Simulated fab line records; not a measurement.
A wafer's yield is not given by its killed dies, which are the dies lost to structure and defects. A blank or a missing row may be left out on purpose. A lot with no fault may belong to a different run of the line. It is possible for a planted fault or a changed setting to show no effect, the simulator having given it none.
Matching of chambers | flow n5Finfet | 4 sister chambers for N5_BEOL_M8_ETCH_72 on rieDiel-05
The step etches underlayer in N2/H2, target depth 6.5 nm, time 5.2 s. 8 wafers are shown with their chamber, then 7 later ones without.

EACH WAFER AND ITS CHAMBER
wafer  | chamber | showerheadPlenumPTorr (Torr) | rfVppV (V)
L075.3 | 1       | 2.61                         | 527.1
L088.1 | 2       | 2.48                         | 521.5
L088.2 | 0       | 2.43                         | 521.2
L088.4 | 2       | 2.48                         | 523.1
L088.5 | 3       | 2.60                         | 525.1
L088.6 | 0       | 2.43                         | 520.5
L095.1 | 1       | 2.60                         | 526.3
L095.2 | 3       | 2.59                         | 525.6

WAFERS WHOSE CHAMBER IS MISSING
wafer  | showerheadPlenumPTorr (Torr) | rfVppV (V)
L095.3 | 2.43                         | 518.8
L095.4 | 2.59                         | 523.4
L095.5 | 2.60                         | 526.1
L095.6 | 2.43                         | 520.5
L097.2 | 2.43                         | 519.0
L097.3 | 2.59                         | 527.2
L097.5 | 2.43                         | 518.5

WHICH CHAMBER EACH ONE RAN IN
wafer  | from the rows above     | in truth
L095.3 | 0                       | 0
L095.4 | 3                       | 3
L095.5 | can't be placed: 1 or 3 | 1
L095.6 | 0                       | 0
L097.2 | 0                       | 0
L097.3 | can't be placed: 3 or 1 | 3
L097.5 | 0                       | 0
Placed correctly: 5 of 7. Can't be placed from these rows: 2 (the true chamber is among the candidates in 2). Wrongly placed: 0.
How it was worked out, from the rows above alone: a wafer's distance from a chamber is the root of the sum, over the readings, of the square of ((its reading less the chamber's mean) divided by the reading's scatter). If the next closest chamber is less than 2 further off than the closest, the wafer can't be placed; otherwise it belongs to the closest. For every chamber, the mean is computed from those of its wafers that are shown. The scatter is the square root of a quotient: the sum, over the shown wafers, of each reading's squared deviation from its chamber's mean, divided by wafers minus chambers.
